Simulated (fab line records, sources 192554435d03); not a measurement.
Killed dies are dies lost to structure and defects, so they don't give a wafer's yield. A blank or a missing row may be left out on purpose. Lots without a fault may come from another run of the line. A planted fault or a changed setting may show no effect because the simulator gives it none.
Split-lot experiment | flow n5_finfet | 7 lots, 39 wafers read, on a route of 1938 steps

THE SPLIT
At N5_BEOL_M14_ETCH_68 (etches SOC in N2/H2, time 450 s), the setting time_s was moved away from the recipe's 450 s on 12 of the 39 wafers read, by -52.3% to +16.8%. The other wafers ran this setting at the recipe's value.

The reading is taken at the split's own step.

THE READING
SiARC_of_BEOL_M14_COAT_66.thk_nm (the simulator's own value, which no gauge read), in nm, at N5_BEOL_M14_ETCH_68 (etches SOC in N2/H2, time 450 s). The file gives no usual value for it. The 27 wafers here that ran the recipe average 65.1 nm, standard deviation 0.68 nm.

wafer  | tool, chamber at the split | time_s as run, s | against the recipe | SiARC_of_BEOL_M14_COAT_66.thk_nm, nm | against lot-mates on the recipe
L077.1 | rie_diel-01, 2             | 450              | recipe             | 63.8                                 | -
L077.2 | rie_diel-01, 1             | 450              | recipe             | 64                                   | -
L077.3 | rie_diel-01, 3             | 450              | recipe             | 64.6                                 | -
L077.4 | rie_diel-01, 3             | 324.5            | -27.9%             | 77.4                                 | +13.3
L077.5 | rie_diel-01, 1             | 324.5            | -27.9%             | 76.8                                 | +12.7
L077.6 | rie_diel-01, 2             | 324.5            | -27.9%             | 76.4                                 | +12.3
L076.1 | rie_diel-04, 1             | 227.7            | -49.4%             | 88.2                                 | +22.7
L076.2 | rie_diel-04, 3             | 450              | recipe             | 66.2                                 | -
L076.3 | rie_diel-04, 2             | 227.7            | -49.4%             | 87.8                                 | +22.3
L076.4 | rie_diel-04, 0             | 450              | recipe             | 65.4                                 | -
L076.5 | rie_diel-04, 1             | 227.7            | -49.4%             | 88                                   | +22.5
L076.6 | rie_diel-04, 0             | 450              | recipe             | 65                                   | -
L079.1 | rie_diel-01, 1             | 450              | recipe             | 65.6                                 | -
L079.6 | rie_diel-01, 1             | 450              | recipe             | 65.6                                 | -
L079.2 | rie_diel-01, 3             | 450              | recipe             | 66.4                                 | -
L079.3 | rie_diel-01, 2             | 450              | recipe             | 65.2                                 | -
L079.5 | rie_diel-01, 2             | 450              | recipe             | 65.2                                 | -
L079.4 | rie_diel-01, 3             | 450              | recipe             | 66                                   | -
L081.1 | rie_diel-01, 3             | 450              | recipe             | 66                                   | -
L081.2 | rie_diel-01, 2             | 450              | recipe             | 65.2                                 | -
L081.6 | rie_diel-01, 3             | 450              | recipe             | 65.8                                 | -
L089.1 | rie_diel-01, 0             | 450              | recipe             | 64.6                                 | -
L089.2 | rie_diel-01, 2,1,1         | 525.4            | +16.8%             | 57.4                                 | -7.5
L089.3 | rie_diel-01, 2,1,1         | 525.4            | +16.8%             | 57.4                                 | -7.5
L089.6 | rie_diel-01, 2,1,1         | 525.4            | +16.8%             | 57.4                                 | -7.5
L089.4 | rie_diel-01, 3             | 450              | recipe             | 65.8                                 | -
L089.5 | rie_diel-01, 2             | 450              | recipe             | 64.4                                 | -
L090.1 | rie_diel-04, 1             | 450              | recipe             | 65                                   | -
L090.2 | rie_diel-04, 2             | 450              | recipe             | 64.6                                 | -
L090.3 | rie_diel-04, 0             | 450              | recipe             | 64.8                                 | -
L090.4 | rie_diel-04, 0             | 450              | recipe             | 65.2                                 | -
L090.5 | rie_diel-04, 1             | 450              | recipe             | 65.4                                 | -
L090.6 | rie_diel-04, 2             | 450              | recipe             | 64.4                                 | -
L095.1 | rie_diel-04, 1             | 214.6            | -52.3%             | 88.6                                 | +24.1
L095.2 | rie_diel-04, 2             | 450              | recipe             | 64                                   | -
L095.3 | rie_diel-04, 0,3           | 214.6            | -52.3%             | 88.4                                 | +23.9
L095.4 | rie_diel-04, 0,3           | 214.6            | -52.3%             | 88.4                                 | +23.9
L095.5 | rie_diel-04, 3,0           | 450              | recipe             | 64.8                                 | -
L095.6 | rie_diel-04, 3,0           | 450              | recipe             | 64.8                                 | -
Where a row lists several chambers, the file gives one row for several wafers and doesn't say which wafer went through which chamber.

THE FIT
A straight line over all 39 wafers: SiARC_of_BEOL_M14_COAT_66.thk_nm changes by -0.452 nm for each +1% of time_s; r = -1.00; the points scatter about the line by 0.66 nm.
The same after taking each lot's own level away (the mean of its wafers on the recipe; 39 wafers): -0.456 nm for each +1%; r = -1.00; scatter 0.38 nm.
On that fit, the largest move of time_s shifts the reading by 24 nm.
The lots' own levels span 64.13 to 65.67 nm, that is 2.3 times the standard deviation above.
So the lot-to-lot level changes the slope little: the two slopes agree.
Check: with one of the wafers moved furthest among these (-52.3%) left out of the fit, the line predicts +23.8 nm for it against its lot-mates. It came out at +24.1 nm against them.

OTHER SPLITS ON THESE WAFERS
These wafers also went through other splits before the reading. Each is held against what the fit with the lots' levels taken away leaves over:
other split on the same wafers     | wafers away from the commonest value | r with SiARC_of_BEOL_M14_COAT_66.thk_nm (lot level and that fit taken away)
N5_FIN_SAQP_ETCH_65 time_s         | 12                                   | +0.23
N5_ILD0_PRECLEAN_10 time_s         | 15                                   | +0.09
N5_BEOL_M1_ILD_DEP_00 target_thk_a | 15                                   | +0.16
N5_BEOL_M3_PECVD_72 time_s         | 15                                   | -0.11
N5_BEOL_M7_ILD_DEP_00 target_thk_a | 12                                   | -0.06
N5_BEOL_M11_PECVD_70 time_s        | 12                                   | +0.00

THE FILE'S OWN FIT
SiARC_of_BEOL_M14_COAT_66.thk_nm changes by -0.456 nm for each +1% of time_s, r = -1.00.
